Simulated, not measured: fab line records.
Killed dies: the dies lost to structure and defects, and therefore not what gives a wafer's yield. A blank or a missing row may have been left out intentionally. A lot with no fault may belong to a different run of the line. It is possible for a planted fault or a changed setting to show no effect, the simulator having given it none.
Split-lot trial :: flow n5Finfet :: 21 wafers read from 7 lots, route of 1938 steps

== THE SPLIT ITSELF ==
At N5_BEOL_M5_COAT_22 (resist thk 30 nm), the setting spinRpm was moved away from the recipe's 1500 rpm on 8 of the 21 wafers read, by -8.9% to +10.3%. For the rest of the wafers, this setting stayed at what the recipe calls for.

== FROM THE SPLIT TO THE READING: what the file shows between them, 4 steps ==
- N5_BEOL_M5_EBR_24
- N5_BEOL_M5_SOFTBAKE_23: time 60 s
- N5_BEOL_M5_EXPOSE_25: exposes mask V4, defocus 10 nm
- N5_BEOL_M5_PEB_26: peb time 60 s

== THE READING ==
CAR-EUV_of_BEOL_M5_COAT_22.thkNm (the simulator's own value, which no gauge read), in nm, at N5_BEOL_M5_DEVELOP_27 (develop time 30 s). There is no usual value for it anywhere in the file. Across the 13 wafers here that went through the recipe, the average is 29.5 nm and the standard deviation 0.12 nm.

wafer: L083.1
tool, chamber at the split: lithoTrack-01, 0
spinRpm as run, rpm: 1618
against the recipe: +7.9%
CAR-EUV_of_BEOL_M5_COAT_22.thkNm, nm: 28.4
against lot-mates on the recipe: -1.0

wafer: L083.3
tool, chamber at the split: lithoTrack-01, 0
spinRpm as run, rpm: 1500
against the recipe: recipe
CAR-EUV_of_BEOL_M5_COAT_22.thkNm, nm: 29.4
against lot-mates on the recipe: -

wafer: L083.4
tool, chamber at the split: lithoTrack-01, 0
spinRpm as run, rpm: 1500
against the recipe: recipe
CAR-EUV_of_BEOL_M5_COAT_22.thkNm, nm: 29.4
against lot-mates on the recipe: -

wafer: L085.2
tool, chamber at the split: lithoTrack-03, 0
spinRpm as run, rpm: 1500
against the recipe: recipe
CAR-EUV_of_BEOL_M5_COAT_22.thkNm, nm: 29.8
against lot-mates on the recipe: -

wafer: L085.3
tool, chamber at the split: lithoTrack-03, 0
spinRpm as run, rpm: 1655
against the recipe: +10.3%
CAR-EUV_of_BEOL_M5_COAT_22.thkNm, nm: 28.2
against lot-mates on the recipe: -1.5

wafer: L085.6
tool, chamber at the split: lithoTrack-03, 0
spinRpm as run, rpm: 1500
against the recipe: recipe
CAR-EUV_of_BEOL_M5_COAT_22.thkNm, nm: 29.6
against lot-mates on the recipe: -

wafer: L089.4
tool, chamber at the split: lithoTrack-01, 0
spinRpm as run, rpm: 1500
against the recipe: recipe
CAR-EUV_of_BEOL_M5_COAT_22.thkNm, nm: 29.6
against lot-mates on the recipe: -

wafer: L089.5
tool, chamber at the split: lithoTrack-01, 0
spinRpm as run, rpm: 1500
against the recipe: recipe
CAR-EUV_of_BEOL_M5_COAT_22.thkNm, nm: 29.6
against lot-mates on the recipe: -

wafer: L089.6
tool, chamber at the split: lithoTrack-01, 0
spinRpm as run, rpm: 1500
against the recipe: recipe
CAR-EUV_of_BEOL_M5_COAT_22.thkNm, nm: 29.6
against lot-mates on the recipe: -

wafer: L090.1
tool, chamber at the split: lithoTrack-05, 0
spinRpm as run, rpm: 1366
against the recipe: -8.9%
CAR-EUV_of_BEOL_M5_COAT_22.thkNm, nm: 31
against lot-mates on the recipe: +1.4

wafer: L090.5
tool, chamber at the split: lithoTrack-05, 0
spinRpm as run, rpm: 1366
against the recipe: -8.9%
CAR-EUV_of_BEOL_M5_COAT_22.thkNm, nm: 31
against lot-mates on the recipe: +1.4

wafer: L090.2
tool, chamber at the split: lithoTrack-05, 0
spinRpm as run, rpm: 1500
against the recipe: recipe
CAR-EUV_of_BEOL_M5_COAT_22.thkNm, nm: 29.6
against lot-mates on the recipe: -

wafer: L092.1
tool, chamber at the split: lithoTrack-01, 0
spinRpm as run, rpm: 1500
against the recipe: recipe
CAR-EUV_of_BEOL_M5_COAT_22.thkNm, nm: 29.4
against lot-mates on the recipe: -

wafer: L092.2
tool, chamber at the split: lithoTrack-01, 0
spinRpm as run, rpm: 1500
against the recipe: recipe
CAR-EUV_of_BEOL_M5_COAT_22.thkNm, nm: 29.4
against lot-mates on the recipe: -

wafer: L092.5
tool, chamber at the split: lithoTrack-01, 0
spinRpm as run, rpm: 1500
against the recipe: recipe
CAR-EUV_of_BEOL_M5_COAT_22.thkNm, nm: 29.4
against lot-mates on the recipe: -

wafer: L094.1
tool, chamber at the split: lithoTrack-01, 0
spinRpm as run, rpm: 1423
against the recipe: -5.1%
CAR-EUV_of_BEOL_M5_COAT_22.thkNm, nm: 30.2
against lot-mates on the recipe: +0.6

wafer: L094.4
tool, chamber at the split: lithoTrack-01, 0
spinRpm as run, rpm: 1423
against the recipe: -5.1%
CAR-EUV_of_BEOL_M5_COAT_22.thkNm, nm: 30.4
against lot-mates on the recipe: +0.8

wafer: L094.5
tool, chamber at the split: lithoTrack-01, 0
spinRpm as run, rpm: 1500
against the recipe: recipe
CAR-EUV_of_BEOL_M5_COAT_22.thkNm, nm: 29.6
against lot-mates on the recipe: -

wafer: L095.2
tool, chamber at the split: lithoTrack-03, 0
spinRpm as run, rpm: 1500
against the recipe: recipe
CAR-EUV_of_BEOL_M5_COAT_22.thkNm, nm: 29.6
against lot-mates on the recipe: -

wafer: L095.4
tool, chamber at the split: lithoTrack-03, 0
spinRpm as run, rpm: 1385
against the recipe: -7.7%
CAR-EUV_of_BEOL_M5_COAT_22.thkNm, nm: 30.6
against lot-mates on the recipe: +1.0

wafer: L095.6
tool, chamber at the split: lithoTrack-03, 0
spinRpm as run, rpm: 1385
against the recipe: -7.7%
CAR-EUV_of_BEOL_M5_COAT_22.thkNm, nm: 30.8
against lot-mates on the recipe: +1.2

FIT RESULTS
A straight line over all 21 wafers: CAR-EUV_of_BEOL_M5_COAT_22.thkNm changes by -0.148 nm for each +1% of spinRpm; r = -0.99; the points scatter about the line by 0.12 nm.
The same after taking each lot's own level away (the mean of its wafers on the recipe; 21 wafers): -0.145 nm for each +1%; r = -0.99; scatter 0.074 nm.
Per that fit: largest spinRpm move, reading shift of 1.5 nm.
Measured against the standard deviation above, the lots' own levels, which go from 29.40 to 29.70 nm, span 2.5 times it.
The two slopes agree, so the slope changes little with the lot-to-lot level.
Check: for one of the wafers moved furthest among these (+10.3%), held out of the fit, the line's prediction against its lot-mates is -1.48 nm. It came out at -1.5 nm against them.

== OTHER SPLITS ON THESE WAFERS ==
These wafers also went through other splits before the reading. Each is held against what the fit with the lots' levels taken away leaves over:
other split on the same wafers: N5_BEOL_M0_SAQP_ETCH_88 sourceW
wafers away from the commonest value: 9
r with CAR-EUV_of_BEOL_M5_COAT_22.thkNm (lot level and that fit taken away): +0.21

other split on the same wafers: N5_BEOL_M0_SAQP_ALD_48 aldCycles
wafers away from the commonest value: 7
r with CAR-EUV_of_BEOL_M5_COAT_22.thkNm (lot level and that fit taken away): +0.22

other split on the same wafers: N5_BEOL_M1_EXPOSE_08 doseMj
wafers away from the commonest value: 9
r with CAR-EUV_of_BEOL_M5_COAT_22.thkNm (lot level and that fit taken away): -0.10

other split on the same wafers: N5_BEOL_M1_ETCH_64 sourceW
wafers away from the commonest value: 3
r with CAR-EUV_of_BEOL_M5_COAT_22.thkNm (lot level and that fit taken away): +0.50

other split on the same wafers: N5_BEOL_M2_ILD_DEP_00 timeS
wafers away from the commonest value: 11
r with CAR-EUV_of_BEOL_M5_COAT_22.thkNm (lot level and that fit taken away): -0.11

other split on the same wafers: N5_BEOL_M2_ALD_98 aldCycles
wafers away from the commonest value: 5
r with CAR-EUV_of_BEOL_M5_COAT_22.thkNm (lot level and that fit taken away): +0.36

other split on the same wafers: N5_BEOL_M3_DESCUM_33 timeS
wafers away from the commonest value: 7
r with CAR-EUV_of_BEOL_M5_COAT_22.thkNm (lot level and that fit taken away): -0.09

== THE WHOLE CHAIN: every reading that the file lists as answering this split, in the file's order ==
step: N5_BEOL_M5_COAT_22
what it does: resist thk 30 nm
reading: CAR-EUV_of_BEOL_M5_COAT_22.thkNm (the simulator's own value, which no gauge read)
change (the file's fit): -0.154 nm for each +1% of the setting
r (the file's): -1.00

step: N5_BEOL_M5_DEVELOP_27
what it does: develop time 30 s
reading: CAR-EUV_of_BEOL_M5_COAT_22.thkNm (the simulator's own value, which no gauge read)
change (the file's fit): -0.144 nm for each +1% of the setting
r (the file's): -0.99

== FILE'S OWN FIT ==
CAR-EUV_of_BEOL_M5_COAT_22.thkNm changes by -0.144 nm for each +1% of spinRpm, r = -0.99.
